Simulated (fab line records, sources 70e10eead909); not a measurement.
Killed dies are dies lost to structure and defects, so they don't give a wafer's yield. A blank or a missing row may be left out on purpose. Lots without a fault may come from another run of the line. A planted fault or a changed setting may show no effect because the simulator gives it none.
Problem report in the 8D (eight disciplines) form, filled by code | flow nand_harc | the parts of the form that need people (team, actions taken, sign-off) are left out

1. THE PROBLEM
killed_at_array at NHARC_END_SORT_01 reads a mean of 108 on 3 wafers of 2 lots; wafers without a fault read 29 with a standard deviation of 11. That is +7.2 standard deviations from the usual mean.
First seen on wafer L403.2, day 23 11:37, on prober-02. The record holds 6 wafers of 2 lots with a number at this step. Rule for "out", or "out of limits": more than 4 standard deviations from the usual mean. The other wafers with a number count as sound.

2. WHAT IT IS AND WHAT IT IS NOT
question                    | is                           | is not
which readings at this step | killed_at_array, killed_dies | killed_at_other, killed_at_periphery, killed_open, killed_short
which lots                  | L403, L406                   | -
which wafers of those lots  | L403.2, L406.3, L406.6       | L403.1, L403.3, L406.4
read on which gauges        | prober-01, prober-02         | -
when                        | from day 23 11:37            | up to then (1 sound wafer); but 2 sound wafers of L403, L406 came after

3. SUSPECTS, AND WHAT RULES EACH OUT
Counting: a tool at a process step up to the reading stays a suspect if it ran every lot that is out. Sound lots after the first of them don't rule it out here, since some wafers of a struck lot are sound.
- the gauge at NHARC_END_SORT_01: ruled out. The wafers that are out were read on 2 gauges (prober-01, prober-02).
- cvd_w-02 at NHARC_A_BLC_CVD_24 (deposits W, target thk 150 nm, time 434 s): kept. It ran every lot that is out, first L403 (day 21 11:13).
- rie_diel-04 at NHARC_A_BONDPAD_ETCH_34 (etches the open film in N2/H2, target depth 60 nm, overetch 18 nm, time 65.91 s): kept. It ran every lot that is out, first L403 (day 21 22:05).
- pvd_sputter-02 at NHARC_A_BONDPAD_DEGAS_25 (time 60 s): kept. It ran every lot that is out, first L403 (day 21 22:56).
- pvd_sputter-02 at NHARC_A_BONDPAD_PRE_CLEAN_26 (time 30 s): kept. It ran every lot that is out, first L403 (day 23 10:49). NHARC_A_BONDPAD_PRE_CLEAN_26 gives no start for some lots, so the hours and the order of its lots are those of NHARC_END_SORT_01.
- Within cvd_w-02 at NHARC_A_BLC_CVD_24: the wafers that are out ran in chamber 0; their sound lot-mates ran in chamber 1.
Left after counting: cvd_w-02 at NHARC_A_BLC_CVD_24, rie_diel-04 at NHARC_A_BONDPAD_ETCH_34, pvd_sputter-02 at NHARC_A_BONDPAD_DEGAS_25, pvd_sputter-02 at NHARC_A_BONDPAD_PRE_CLEAN_26.

4. THE CAUSE (what the simulator had put in)
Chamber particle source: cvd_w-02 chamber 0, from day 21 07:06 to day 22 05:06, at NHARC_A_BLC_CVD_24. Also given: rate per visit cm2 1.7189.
Counting left 4 suspects, and this tool is among them.

5. THE CHAIN OF EFFECTS, in route order
Each row: a reading whose mean over the struck wafers that have a number lies more than 3 standard deviations from the usual. Only readings for which the record gives a usual standard deviation are gone through. hours: the time from each lot's start at the first step in this table that gives one to its start at this step, as a median over the lots. sigmas: the change in usual standard deviations.
hours | step              | reading         | usual | on struck wafers | change | sigmas
0     | NHARC_END_SORT_01 | killed_at_array | 29    | 108              | +79    | +7.2
0     | NHARC_END_SORT_01 | killed_dies     | 33    | 111              | +78    | +7.1

6. WHAT WOULD HAVE CAUGHT IT SOONER
In this record the first reading out of limits at a measuring or inspecting step was taken at day 23 11:37, 53 hours after the fault began at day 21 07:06.
Of the tool readings at NHARC_A_BLC_CVD_24 for which the record gives a usual standard deviation, none was out on any struck wafer, so an alarm limit of 4 standard deviations on them would not have fired.
All the lots that are out (2) had begun NHARC_A_BLC_CVD_24 on cvd_w-02 by day 23 11:37. A hold on the tool at that time would have spared none of them.
